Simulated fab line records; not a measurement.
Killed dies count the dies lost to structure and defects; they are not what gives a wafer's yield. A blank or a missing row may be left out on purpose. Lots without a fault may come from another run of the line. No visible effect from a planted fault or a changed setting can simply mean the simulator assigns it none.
Matching of chambers :: flow nand_harc :: 4 sister chambers for NHARC_P_M0_ETCH_34 on rie_diel-02
The step etches the open film in N2/H2, target depth 40 nm, overetch 12 nm, time 43.94 s. 4 wafers are shown with their chamber, then 12 later ones without.

## WAFERS PAIRED WITH THEIR CHAMBERS
wafer: L089.3
chamber: 2
showerhead_plenum_p_Torr (Torr): 1.90

wafer: L089.4
chamber: 1
showerhead_plenum_p_Torr (Torr): 1.92

wafer: L091.5
chamber: 3
showerhead_plenum_p_Torr (Torr): 1.92

wafer: L091.6
chamber: 0
showerhead_plenum_p_Torr (Torr): 2.18

## WAFERS WHOSE CHAMBER IS MISSING
wafer: L093.1
showerhead_plenum_p_Torr (Torr): 1.91

wafer: L093.4
showerhead_plenum_p_Torr (Torr): 1.92

wafer: L093.6
showerhead_plenum_p_Torr (Torr): 2.18

wafer: L094.1
showerhead_plenum_p_Torr (Torr): 1.91

wafer: L094.2
showerhead_plenum_p_Torr (Torr): 1.90

wafer: L094.5
showerhead_plenum_p_Torr (Torr): 1.90

wafer: L096.2
showerhead_plenum_p_Torr (Torr): 1.91

wafer: L096.3
showerhead_plenum_p_Torr (Torr): 1.90

wafer: L096.4
showerhead_plenum_p_Torr (Torr): 1.90

wafer: L097.1
showerhead_plenum_p_Torr (Torr): 1.91

wafer: L097.3
showerhead_plenum_p_Torr (Torr): 1.90

wafer: L097.6
showerhead_plenum_p_Torr (Torr): 1.92

## CHAMBER TAKEN BY EACH
wafer: L093.1
from the rows above: can't be placed: 1 or 2 or 3
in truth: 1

wafer: L093.4
from the rows above: can't be placed: 1 or 3
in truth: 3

wafer: L093.6
from the rows above: 0
in truth: 0

wafer: L094.1
from the rows above: can't be placed: 1 or 2 or 3
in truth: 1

wafer: L094.2
from the rows above: 2
in truth: 2

wafer: L094.5
from the rows above: 2
in truth: 2

wafer: L096.2
from the rows above: can't be placed: 1 or 2 or 3
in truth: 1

wafer: L096.3
from the rows above: 2
in truth: 2

wafer: L096.4
from the rows above: 2
in truth: 2

wafer: L097.1
from the rows above: can't be placed: 1 or 2 or 3
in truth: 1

wafer: L097.3
from the rows above: 2
in truth: 2

wafer: L097.6
from the rows above: can't be placed: 1 or 3
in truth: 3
Placed correctly: 6 of 12. These rows do not allow placing 6 (true chamber among the candidates in 6). Placed wrongly: 0.
How it was worked out, from the rows above alone: a wafer's distance from a chamber is the root of the sum, over the readings, of the square of ((its reading less the chamber's mean) divided by the reading's scatter). If the next closest chamber is less than 2 further off than the closest, the wafer can't be placed; otherwise it belongs to the closest. Each chamber's mean is taken over the wafers shown for it. The scatter (one wafer shown for each chamber): square how far every hidden wafer sits from the nearest shown wafer, average those squares and take the square root.
